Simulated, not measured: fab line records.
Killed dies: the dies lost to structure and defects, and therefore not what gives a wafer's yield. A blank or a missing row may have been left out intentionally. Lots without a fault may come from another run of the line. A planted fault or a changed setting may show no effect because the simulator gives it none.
Comparing a struck lot with a sound one ; flow nand_harc ; 31 out of 1302 route steps
Sound: wafers L425.1, L425.4, L425.5. Wafers struck: L437.1, L437.4, L437.5. At the end, the cause is stated.
At each step with rows: each side's tool, then ch and its chambers, then its first start. Under that, the readings that differ: sound wafers ; struck wafers ; difference of the means ; sigmas: that difference in standard deviations of wafers without a fault.
alike: readings whose means differ by less than 2 such deviations, and words and numbers that are the same on both sides. not compared: withheld readings, readings that some wafer has no value for, bounds like >300 that may hide the same value, and numbers for which the record gives no deviation and whose values overlap.
Wherever a step has rows on one side only, a row that says differs or no value, or a row with sigmas, the two part there. Numbers that don't overlap but have no deviation are shown without sigmas and don't part them. Lack of a reading on every wafer of one side parts them only where that side has two or more wafers.

first, 2 steps without rows for these wafers: NHARC_P_ZERO_WELL_PEB_50 (peb time 85 s); NHARC_P_ZERO_WELL_DEVELOP_51 (time 70 s).
NHARC_P_ZERO_WELL_CD_MEAS_52: target cd 2000 nm.
  sound on cd_sem-02 ch 0, day 6 15:38; struck on cd_sem-02 ch 0, day 11 15:55
  alike: cd_nm
then, 1 step without rows for these wafers: NHARC_P_ZERO_WELL_HARDBAKE_53 (time 80 s).
NHARC_P_ZERO_WELL_DESCUM_54: chemistry O2, time 3 s.
  sound on rie_diel-05 ch 0,1, day 6 15:47; struck on rie_diel-03 ch 0,1,2, day 11 16:06
  alike: drypump_motor_current_A, oes_product_au, rf_vpp_V, showerhead_plenum_p_Torr, throttle_valve_pct
  not compared: rf_hours_counter_h
then, 5 steps without rows for these wafers: NHARC_P_ZERO_WELL_IMPLANT_55; NHARC_P_ZERO_WELL_IMPLANT_61; NHARC_P_ZERO_WELL_STRIP_56 (strips in SPM, time 840 s); NHARC_P_ZERO_WELL_PRECLEAN_68 (cleans in SC1, time 60 s); NHARC_P_ZERO_WELL_SRD_69.
NHARC_P_ZERO_WELL_RTA_42: time 300 s.
  sound on rtp_anneal-01 ch 0, day 6 16:46; struck on rtp_anneal-01 ch 0, day 11 17:03
  alike: lamp_power_pct, lamp_zone_5_pct, wafer_temp_C_max
NHARC_P_ZERO_WELL_INSPECT_43:
  struck on defect_inspect-02, day 11 17:44; sound on defect_inspect-01, day 6 18:08
  alike: raw_defect_count
NHARC_P_STI_ETCH_26: etches SiO2 in dHF, target depth 11 nm.
  sound on wet_bench-09 ch 0,1,6, day 6 18:11; struck on wet_bench-05 ch 2,3,5, day 11 17:48
then, 13 steps without rows for these wafers: NHARC_P_STI_PRECLEAN_27 (cleans in SC1); NHARC_P_STI_SRD_28; NHARC_P_STI_OXIDE_29 (material SiO2, target thk 10 nm, ox time 1362 s); NHARC_P_STI_HM_DEP_30 (deposits Si3N4, target thk 80 nm, time 873 s); NHARC_P_STI_DEHYDRATE_01 (time 120 s); NHARC_P_STI_HMDS_02 (time 30 s); NHARC_P_STI_COAT_41 (time 65 s); NHARC_P_STI_COAT_03 (resist thk 600 nm); NHARC_P_STI_SOFTBAKE_04 (time 70 s); NHARC_P_STI_EBR_05; NHARC_P_STI_EXPOSE_06 (exposes mask P STI, target cd 200 nm); NHARC_P_STI_PEB_07 (peb time 80 s); NHARC_P_STI_DEVELOP_08 (time 50 s).
NHARC_P_STI_CD_MEAS_09: target cd 200 nm.
  sound on cd_sem-02 ch 0, day 7 08:33; struck on cd_sem-03 ch 0, day 12 09:53
  alike: cd_nm
NHARC_P_STI_OVL_MEAS_10:
  struck on overlay-02, day 12 09:58; sound on overlay-01, day 7 08:38
  alike: overlay_x_nm, overlay_y_nm
NHARC_P_STI_INSPECT_11:
  struck on defect_inspect-01, day 12 10:01; sound on defect_inspect-01, day 7 08:41
reading;sound;struck;difference;sigmas
raw_defect_count;5 1 5;785 793 821;+796;+99 or more
then, 1 step without rows for these wafers: NHARC_P_STI_HARDBAKE_13 (time 65 s).
-- the record jumps here: 22 days lie between the struck wafers' starts before and after (it left off in module P_STI and takes up again in module END, whose first step shown is number 1302 of the route) --
NHARC_END_SORT_01:
  only the struck wafers appear in the record here, on prober-02 ch 0 at day 34 09:34; the sound ones have no rows

WHERE THEY PART
Last at NHARC_END_SORT_01 as far as this record goes, first at NHARC_P_STI_INSPECT_11.

WHY: the cause the simulator had injected
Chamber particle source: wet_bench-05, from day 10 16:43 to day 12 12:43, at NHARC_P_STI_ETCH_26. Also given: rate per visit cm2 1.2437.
